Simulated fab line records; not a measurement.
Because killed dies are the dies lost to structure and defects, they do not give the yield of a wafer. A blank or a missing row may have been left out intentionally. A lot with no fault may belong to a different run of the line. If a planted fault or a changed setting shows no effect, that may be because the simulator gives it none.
fab line records :: flow nand-harc
[record]
  lots = 13
  wafers = 38
  last-day = 33
route steps=1302 shown A_SOURCE_PLATE@416 A_ONON_D1@426 END@1302
lots untouched by any fault: they come from a run of this same line in which no faults occurred
start-h: hours from the record's first day to the start of the lot's first wafer shown :: wait-h: hours since the lot's step before :: " as in the row above :: L1.1+2: a single row standing in for several wafers :: - no value, or no start given :: * or withheld: withheld :: < > ~ a bound
route shown NAME@n: names a module that has steps shown in the file, with the first one's number in the route :: usual: average and standard deviation across the fault-free wafers :: same: alike in all rows :: chamber/n: place in a boat :: sites: the reading at each site :: _std_site: the values' standard deviation :: _edge_site: mean of outer sites minus mean of inner sites :: radius-mm: for every site, how far away it sits from the centre of the wafer :: mask NAME#n: copy n :: behind: the tool/chamber that last shaped the wafer :: hold: cause of the lot's hold/its duration in hours/its outcome :: device: names the non-switching transistor (n, p or np) :: end of line: tests run on the same wafers once the route is complete :: for a step that has no rows: nothing shown but its recipe :: killed: at the first sort, the dies lost to defects and structure; wafer yield is something else :: map: dies across one wafer; x = killed, . = not, _ = none there
set.NAME: the setting that was run; set.NAME@STEP: the one run at that earlier step :: model.NAME: the simulator's own value behind a step, which no gauge read
route steps across a sampled set of lots; one table per step, one row per wafer
services: from which hour (start-h, from the record's first day; less than 0 if before it) a tool's chamber was out of use, for how many hours, and why
[[steps]]
[step NHARC_A_SOURCE_PLATE_THK_MEAS_09]
[recipe]
  thk-meas-gauge = ellipsometry
[usual]
  thk-nm = 9.6/1
lot.wafer: L693.1
tool: film-metro-02
chamber: -
start-h: 150.52
wait-h: 0.4
thk-nm: 9.1

lot.wafer: L693.2
tool: film-metro-02
chamber: -
start-h: 150.52
wait-h: 0.4
thk-nm: 8.7

lot.wafer: L693.5
tool: film-metro-02
chamber: -
start-h: 150.52
wait-h: 0.4
thk-nm: 11.1

lot.wafer: L694.1
tool: film-metro-01
chamber: -
start-h: 150.52
wait-h: 0.4
thk-nm: 9.8

lot.wafer: L694.2
tool: film-metro-01
chamber: -
start-h: 150.52
wait-h: 0.4
thk-nm: 8.3

lot.wafer: L694.6
tool: film-metro-01
chamber: -
start-h: 150.52
wait-h: 0.4
thk-nm: 8.9

lot.wafer: L695.1
tool: film-metro-02
chamber: -
start-h: 168.11
wait-h: 0.4
thk-nm: 11.2

lot.wafer: L695.2
tool: film-metro-02
chamber: -
start-h: 168.11
wait-h: 0.4
thk-nm: 8.1

lot.wafer: L695.3
tool: film-metro-02
chamber: -
start-h: 168.11
wait-h: 0.4
thk-nm: 9.4

lot.wafer: L696.1
tool: film-metro-01
chamber: -
start-h: 175.22
wait-h: 0.4
thk-nm: 11.2

lot.wafer: L696.2
tool: film-metro-01
chamber: -
start-h: 175.22
wait-h: 0.4
thk-nm: 11.6

lot.wafer: L696.6
tool: film-metro-01
chamber: -
start-h: 175.22
wait-h: 0.4
thk-nm: 10.3

lot.wafer: L697.2
tool: film-metro-01
chamber: -
start-h: 183.28
wait-h: 0.4
thk-nm: 8.3

lot.wafer: L697.3
tool: film-metro-01
chamber: -
start-h: 183.28
wait-h: 0.4
thk-nm: 10.1

lot.wafer: L697.6
tool: film-metro-01
chamber: -
start-h: 183.28
wait-h: 0.4
thk-nm: 10.3

lot.wafer: L699.1
tool: film-metro-01
chamber: -
start-h: 198.89
wait-h: 0.4
thk-nm: 9.5

lot.wafer: L699.2
tool: film-metro-01
chamber: -
start-h: 198.89
wait-h: 0.4
thk-nm: 11.6

lot.wafer: L699.3
tool: film-metro-01
chamber: -
start-h: 198.89
wait-h: 0.4
thk-nm: 9.7

lot.wafer: L698.2
tool: film-metro-02
chamber: -
start-h: 198.89
wait-h: 0.4
thk-nm: 9.3

lot.wafer: L698.4
tool: film-metro-02
chamber: -
start-h: 198.89
wait-h: 0.4
thk-nm: 9.6

lot.wafer: L698.5
tool: film-metro-02
chamber: -
start-h: 198.89
wait-h: 0.4
thk-nm: 9.1

lot.wafer: L700.2
tool: film-metro-02
chamber: -
start-h: 213.86
wait-h: 0.4
thk-nm: 8.3

lot.wafer: L700.3
tool: film-metro-02
chamber: -
start-h: 213.86
wait-h: 0.4
thk-nm: 9.2

lot.wafer: L700.4
tool: film-metro-02
chamber: -
start-h: 213.86
wait-h: 0.4
thk-nm: 10.6

lot.wafer: L701.1
tool: film-metro-01
chamber: -
start-h: 227.47
wait-h: 0.4
thk-nm: 9.9

lot.wafer: L701.2
tool: film-metro-01
chamber: -
start-h: 227.47
wait-h: 0.4
thk-nm: 10.9

lot.wafer: L701.5
tool: film-metro-01
chamber: -
start-h: 227.47
wait-h: 0.4
thk-nm: 10.9

lot.wafer: L708.5
tool: film-metro-01
chamber: -
start-h: 290.29
wait-h: 0.4
thk-nm: 8.4

lot.wafer: L708.6
tool: film-metro-01
chamber: -
start-h: 290.29
wait-h: 0.4
thk-nm: 8.3

lot.wafer: L713.3
tool: film-metro-01
chamber: -
start-h: 348.85
wait-h: 0.4
thk-nm: 9.9

lot.wafer: L713.4
tool: film-metro-01
chamber: -
start-h: 348.85
wait-h: 0.4
thk-nm: 8.4

lot.wafer: L713.6
tool: film-metro-01
chamber: -
start-h: 348.85
wait-h: 0.4
thk-nm: 8.4

lot.wafer: L715.2
tool: film-metro-02
chamber: -
start-h: 369.73
wait-h: 0.4
thk-nm: 10.2

lot.wafer: L715.3
tool: film-metro-02
chamber: -
start-h: 369.73
wait-h: 0.4
thk-nm: 8.6

lot.wafer: L715.6
tool: film-metro-02
chamber: -
start-h: 369.73
wait-h: 0.4
thk-nm: 9.3

lot.wafer: L716.2
tool: film-metro-01
chamber: -
start-h: 375.19
wait-h: 0.4
thk-nm: 11.1

lot.wafer: L716.3
tool: film-metro-01
chamber: -
start-h: 375.19
wait-h: 0.4
thk-nm: 8.9

lot.wafer: L716.4
tool: film-metro-01
chamber: -
start-h: 375.19
wait-h: 0.4
thk-nm: 10.9
[step NHARC_A_ONON_D1_DEP_03]
[recipe]
  target-thk-a = 10000
  n2-flow-sccm = 2750
  n2o-flow-sccm = 2000
  nh3-flow-sccm = 500
  sih4-flow-sccm = 210
  temp-c = 400
[usual]
  n2-flow-sccm = 2749/8
lot.wafer: L693.1
tool: pecvd-onon-03
chamber: 0
start-h: 164.26
wait-h: 0.1
n2-flow-sccm: 2749

lot.wafer: L693.2
tool: pecvd-onon-03
chamber: 0
start-h: 164.26
wait-h: 0.1
n2-flow-sccm: 2745

lot.wafer: L693.5
tool: pecvd-onon-03
chamber: 0
start-h: 164.26
wait-h: 0.1
n2-flow-sccm: 2752

lot.wafer: L694.1
tool: pecvd-onon-04
chamber: 0
start-h: 164.26
wait-h: 0.1
n2-flow-sccm: 2751

lot.wafer: L694.2
tool: pecvd-onon-04
chamber: 0
start-h: 164.26
wait-h: 0.1
n2-flow-sccm: 2753

lot.wafer: L694.6
tool: pecvd-onon-04
chamber: 0
start-h: 164.26
wait-h: 0.1
n2-flow-sccm: 2758

lot.wafer: L695.1
tool: pecvd-onon-04
chamber: 0
start-h: 181.41
wait-h: 0.1
n2-flow-sccm: 2737

lot.wafer: L695.2
tool: pecvd-onon-04
chamber: 0
start-h: 181.41
wait-h: 0.1
n2-flow-sccm: 2743

lot.wafer: L695.3
tool: pecvd-onon-04
chamber: 0
start-h: 181.41
wait-h: 0.1
n2-flow-sccm: 2741

lot.wafer: L696.1
tool: pecvd-onon-04
chamber: 0
start-h: 189.69
wait-h: 0.1
n2-flow-sccm: 2755

lot.wafer: L696.2
tool: pecvd-onon-04
chamber: 0
start-h: 189.69
wait-h: 0.1
n2-flow-sccm: 2751

lot.wafer: L696.6
tool: pecvd-onon-04
chamber: 0
start-h: 189.69
wait-h: 0.1
n2-flow-sccm: 2755

lot.wafer: L697.2
tool: pecvd-onon-01
chamber: 0
start-h: 197.64
wait-h: 0.1
n2-flow-sccm: 2753

lot.wafer: L697.3
tool: pecvd-onon-01
chamber: 0
start-h: 197.64
wait-h: 0.1
n2-flow-sccm: 2745

lot.wafer: L697.6
tool: pecvd-onon-01
chamber: 0
start-h: 197.64
wait-h: 0.1
n2-flow-sccm: 2754

lot.wafer: L699.1
tool: pecvd-onon-04
chamber: 0
start-h: 212.44
wait-h: 0.1
n2-flow-sccm: 2753

lot.wafer: L699.2
tool: pecvd-onon-04
chamber: 0
start-h: 212.44
wait-h: 0.1
n2-flow-sccm: 2747

lot.wafer: L699.3
tool: pecvd-onon-04
chamber: 0
start-h: 212.44
wait-h: 0.1
n2-flow-sccm: 2748

lot.wafer: L698.2
tool: pecvd-onon-03
chamber: 0
start-h: 212.50
wait-h: 0.1
n2-flow-sccm: 2758

lot.wafer: L698.4
tool: pecvd-onon-03
chamber: 0
start-h: 212.50
wait-h: 0.1
n2-flow-sccm: 2743

lot.wafer: L698.5
tool: pecvd-onon-03
chamber: 0
start-h: 212.50
wait-h: 0.1
n2-flow-sccm: 2753

lot.wafer: L700.2
tool: pecvd-onon-04
chamber: 0
start-h: 227.61
wait-h: 0.1
n2-flow-sccm: 2757

lot.wafer: L700.3
tool: pecvd-onon-04
chamber: 0
start-h: 227.61
wait-h: 0.1
n2-flow-sccm: 2758

lot.wafer: L700.4
tool: pecvd-onon-04
chamber: 0
start-h: 227.61
wait-h: 0.1
n2-flow-sccm: 2753

lot.wafer: L701.1
tool: pecvd-onon-04
chamber: 0
start-h: 242.96
wait-h: 0.1
n2-flow-sccm: 2736

lot.wafer: L701.2
tool: pecvd-onon-04
chamber: 0
start-h: 242.96
wait-h: 0.1
n2-flow-sccm: 2745

lot.wafer: L701.5
tool: pecvd-onon-04
chamber: 0
start-h: 242.96
wait-h: 0.1
n2-flow-sccm: 2744

lot.wafer: L708.5
tool: pecvd-onon-03
chamber: 0
start-h: 304.05
wait-h: 0.3
n2-flow-sccm: 2743

lot.wafer: L708.6
tool: pecvd-onon-03
chamber: 0
start-h: 304.05
wait-h: 0.3
n2-flow-sccm: 2759

lot.wafer: L713.3
tool: pecvd-onon-01
chamber: 0
start-h: 362.70
wait-h: 0.2
n2-flow-sccm: 2753

lot.wafer: L713.4
tool: pecvd-onon-01
chamber: 0
start-h: 362.70
wait-h: 0.2
n2-flow-sccm: 2734

lot.wafer: L713.6
tool: pecvd-onon-01
chamber: 0
start-h: 362.70
wait-h: 0.2
n2-flow-sccm: 2753

lot.wafer: L715.2
tool: pecvd-onon-01
chamber: 0
start-h: 385.59
wait-h: 0.1
n2-flow-sccm: 2756

lot.wafer: L715.3
tool: pecvd-onon-01
chamber: 0
start-h: 385.59
wait-h: 0.1
n2-flow-sccm: 2744

lot.wafer: L715.6
tool: pecvd-onon-01
chamber: 0
start-h: 385.59
wait-h: 0.1
n2-flow-sccm: 2742

lot.wafer: L716.2
tool: pecvd-onon-01
chamber: 0
start-h: 388.96
wait-h: 0.1
n2-flow-sccm: 2754

lot.wafer: L716.3
tool: pecvd-onon-01
chamber: 0
start-h: 388.96
wait-h: 0.1
n2-flow-sccm: 2752

lot.wafer: L716.4
tool: pecvd-onon-01
chamber: 0
start-h: 388.96
wait-h: 0.1
n2-flow-sccm: 2761
[step NHARC_A_ONON_D1_THK_MEAS_05]
[recipe]
  thk-meas-gauge = ellipsometry
[usual]
  thk-nm = 1000/10
lot.wafer: L693.1
tool: film-metro-02
chamber: -
start-h: 164.77
wait-h: -
thk-nm: 1015

lot.wafer: L693.2
tool: film-metro-02
chamber: -
start-h: 164.77
wait-h: -
thk-nm: 1013

lot.wafer: L693.5
tool: film-metro-02
chamber: -
start-h: 164.77
wait-h: -
thk-nm: 1012

lot.wafer: L694.1
tool: film-metro-01
chamber: -
start-h: 164.77
wait-h: -
thk-nm: 982

lot.wafer: L694.2
tool: film-metro-01
chamber: -
start-h: 164.77
wait-h: -
thk-nm: 980

lot.wafer: L694.6
tool: film-metro-01
chamber: -
start-h: 164.77
wait-h: -
thk-nm: 981

lot.wafer: L695.1
tool: film-metro-01
chamber: -
start-h: 181.92
wait-h: -
thk-nm: 991

lot.wafer: L695.2
tool: film-metro-01
chamber: -
start-h: 181.92
wait-h: -
thk-nm: 991

lot.wafer: L695.3
tool: film-metro-01
chamber: -
start-h: 181.92
wait-h: -
thk-nm: 991

lot.wafer: L696.1
tool: film-metro-02
chamber: -
start-h: 190.21
wait-h: -
thk-nm: 1022

lot.wafer: L696.2
tool: film-metro-02
chamber: -
start-h: 190.21
wait-h: -
thk-nm: 1020

lot.wafer: L696.6
tool: film-metro-02
chamber: -
start-h: 190.21
wait-h: -
thk-nm: 1021

lot.wafer: L697.2
tool: film-metro-02
chamber: -
start-h: 198.09
wait-h: -
thk-nm: 996

lot.wafer: L697.3
tool: film-metro-02
chamber: -
start-h: 198.09
wait-h: -
thk-nm: 998

lot.wafer: L697.6
tool: film-metro-02
chamber: -
start-h: 198.09
wait-h: -
thk-nm: 997

lot.wafer: L699.1
tool: film-metro-02
chamber: -
start-h: 212.95
wait-h: -
thk-nm: 991

lot.wafer: L699.2
tool: film-metro-02
chamber: -
start-h: 212.95
wait-h: -
thk-nm: 991

lot.wafer: L699.3
tool: film-metro-02
chamber: -
start-h: 212.95
wait-h: -
thk-nm: 992

lot.wafer: L698.2
tool: film-metro-01
chamber: -
start-h: 212.96
wait-h: -
thk-nm: 998

lot.wafer: L698.4
tool: film-metro-01
chamber: -
start-h: 212.96
wait-h: -
thk-nm: 1000

lot.wafer: L698.5
tool: film-metro-01
chamber: -
start-h: 212.96
wait-h: -
thk-nm: 1000

lot.wafer: L700.2
tool: film-metro-01
chamber: -
start-h: 228.06
wait-h: -
thk-nm: 1002

lot.wafer: L700.3
tool: film-metro-01
chamber: -
start-h: 228.06
wait-h: -
thk-nm: 1002

lot.wafer: L700.4
tool: film-metro-01
chamber: -
start-h: 228.06
wait-h: -
thk-nm: 1001

lot.wafer: L701.1
tool: film-metro-02
chamber: -
start-h: 243.46
wait-h: -
thk-nm: 997

lot.wafer: L701.2
tool: film-metro-02
chamber: -
start-h: 243.46
wait-h: -
thk-nm: 997

lot.wafer: L701.5
tool: film-metro-02
chamber: -
start-h: 243.46
wait-h: -
thk-nm: 998

lot.wafer: L708.5
tool: film-metro-02
chamber: -
start-h: 304.33
wait-h: -
thk-nm: 993

lot.wafer: L708.6
tool: film-metro-02
chamber: -
start-h: 304.33
wait-h: -
thk-nm: 1796

lot.wafer: L713.3
tool: film-metro-01
chamber: -
start-h: 363.10
wait-h: -
thk-nm: 988

lot.wafer: L713.4
tool: film-metro-01
chamber: -
start-h: 363.10
wait-h: -
thk-nm: 988

lot.wafer: L713.6
tool: film-metro-01
chamber: -
start-h: 363.10
wait-h: -
thk-nm: 986

lot.wafer: L715.2
tool: film-metro-01
chamber: -
start-h: 386.05
wait-h: -
thk-nm: 1003

lot.wafer: L715.3
tool: film-metro-01
chamber: -
start-h: 386.05
wait-h: -
thk-nm: 1001

lot.wafer: L715.6
tool: film-metro-01
chamber: -
start-h: 386.05
wait-h: -
thk-nm: 1004

lot.wafer: L716.2
tool: film-metro-02
chamber: -
start-h: 389.41
wait-h: -
thk-nm: 1012

lot.wafer: L716.3
tool: film-metro-02
chamber: -
start-h: 389.41
wait-h: -
thk-nm: 1010

lot.wafer: L716.4
tool: film-metro-02
chamber: -
start-h: 389.41
wait-h: -
thk-nm: 1011
[step NHARC_END_SORT_01]
[recipe]
  temp-c = 25
[usual]
  killed-at-array = 61/26
  killed-at-other = 0.8/1.1
  killed-at-periphery = 4.0/2.6
  killed-dies = 66/26
  killed-open = 3.1/1.7
  killed-short = 2.5/1.5
[same]
  gross-dies = 677
lot.wafer: L697.2
tool: prober-02
chamber: 0
start-h: 591.94
wait-h: 2.8
killed-at-array: 88
killed-at-other: 0
killed-at-periphery: 2
killed-dies: 90
killed-open: 4
killed-short: 3

lot.wafer: L697.3
tool: prober-02
chamber: 0
start-h: 592.73
wait-h: 3.1
killed-at-array: 97
killed-at-other: 0
killed-at-periphery: 8
killed-dies: 105
killed-open: 3
killed-short: 4

lot.wafer: L697.6
tool: prober-02
chamber: 0
start-h: 595.09
wait-h: 3.9
killed-at-array: 80
killed-at-other: 0
killed-at-periphery: 8
killed-dies: 88
killed-open: 5
killed-short: 2

lot.wafer: L708.5
tool: prober-01
chamber: 0
start-h: 713.85
wait-h: 3.7
killed-at-array: 23
killed-at-other: 0
killed-at-periphery: 4
killed-dies: 27
killed-open: 5
killed-short: 2

lot.wafer: L708.6
tool: prober-01
chamber: 0
start-h: 714.66
wait-h: 4.0
killed-at-array: 673
killed-at-other: 0
killed-at-periphery: 4
killed-dies: 677
killed-open: 6
killed-short: 0
// killed by level:class
L697.2 A_CHANNEL_HOLE_D1:chamber-film-flake=35 A_SLIT:chamber-film-flake=26 A_CHANNEL_HOLE_D2:chamber-film-flake=15 A_CONTACT:chamber-film-flake=3 A_DECK1_JOINT:geometric-particle:short=2 A_ONON_D1:geometric-particle:open=1 A_CHANNEL_FILL_D2:geometric-particle:open=1 A_WL_FILL:geometric-particle:short=1
L697.3 A_CHANNEL_HOLE_D2:chamber-film-flake=32 A_CHANNEL_HOLE_D1:chamber-film-flake=29 A_SLIT:chamber-film-flake=26 A_STAIRCASE:chamber-film-flake=3 A_CONTACT:chamber-film-flake=3 P_ZERO_WELL:chamber-film-flake=2 P_GATE:chamber-film-flake=2 P_CONTACT:geometric-particle:short=1
L697.6 A_SLIT:chamber-film-flake=31 A_CHANNEL_HOLE_D2:chamber-film-flake=20 A_CHANNEL_HOLE_D1:chamber-film-flake=18 P_GATE:chamber-film-flake=3 A_ONON_D2:geometric-particle:open=2 P_ZERO_WELL:chamber-film-flake=2 A_CONTACT:chamber-film-flake=2 P_CONTACT:geometric-particle:open=1
L708.5 A_CHANNEL_HOLE_D1:chamber-film-flake=11 A_SLIT:chamber-film-flake=4 A_STAIRCASE:chamber-film-flake=2 P_M0:geometric-particle:open=1 P_M1:geometric-particle:short=1 A_CHANNEL_FILL_D1:geometric-particle:open=1 A_DECK1_JOINT:geometric-particle:open=1 A_ONON_D2:geometric-particle:open=1
L708.6 A_ONON_D1:area-dep=634 A_CHANNEL_HOLE_D1:chamber-film-flake=15 A_SLIT:chamber-film-flake=7 A_CONTACT:chamber-film-flake=6 A_STAIRCASE:chamber-film-flake=4 P_M0:chamber-film-flake=2 P_M1:geometric-particle:open=1 A_SOURCE_PLATE:geometric-particle:open=1
[[services]]
tool: pecvd-onon-03
chamber: -
start-h: 227.33
hours: 13.0
kind: pm

tool: pecvd-onon-01
chamber: -
start-h: 269.04
hours: 13.0
kind: pm

tool: pecvd-onon-04
chamber: -
start-h: 311.28
hours: 13.0
kind: pm

tool: pecvd-onon-03
chamber: -
start-h: 378.20
hours: 5.9
kind: repair
[[key]]
[first-sign]
  step = NHARC_A_ONON_D1_THK_MEAS_05
  reading = thk-nm
  direction = up
  sigmas = 78
  usual = 1000
  struck = 1796
[effect]
  step = NHARC_END_SORT_01
  reading = killed-at-array
  direction = up
  sigmas = 24
  usual = 61
  struck = 673
[more-kills-born-at]
  NHARC_A_ONON_D1_DEP_03@pecvd-onon-03 = 634
met-at NHARC_A_ONON_D1_DEP_03
struck-lots L708
struck-wafers L708.6
later-rows-left-out L708.6
tester-left-out L708
not-acting-at NHARC_A_SOURCE_PLATE_THK_MEAS_09
onset-between 212.50 304.05
[fault]
  kind = process-parameter-drift
  tool = pecvd-onon-03
  chamber = -
  onset-h = 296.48
  steps = NHARC_A_ONON_D1_DEP_03
  channel = target-thk-a
  offset = *
  shape = step
  end-h = 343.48
  scope = struck-wafers-only
  acts-in = *
  stated = *
// tester-left-out: of these lots the tester's yield and bins aren't shown, on N5 and GAA mostly nor the transistor test; their killed dies are dies lost to structure and defects alone, not to doping, threshold or leakage, so they don't give the yield
// later-rows-left-out: the simulator's readings of these wafers behind a module that went badly wrong aren't trusted and aren't shown, but for the sort
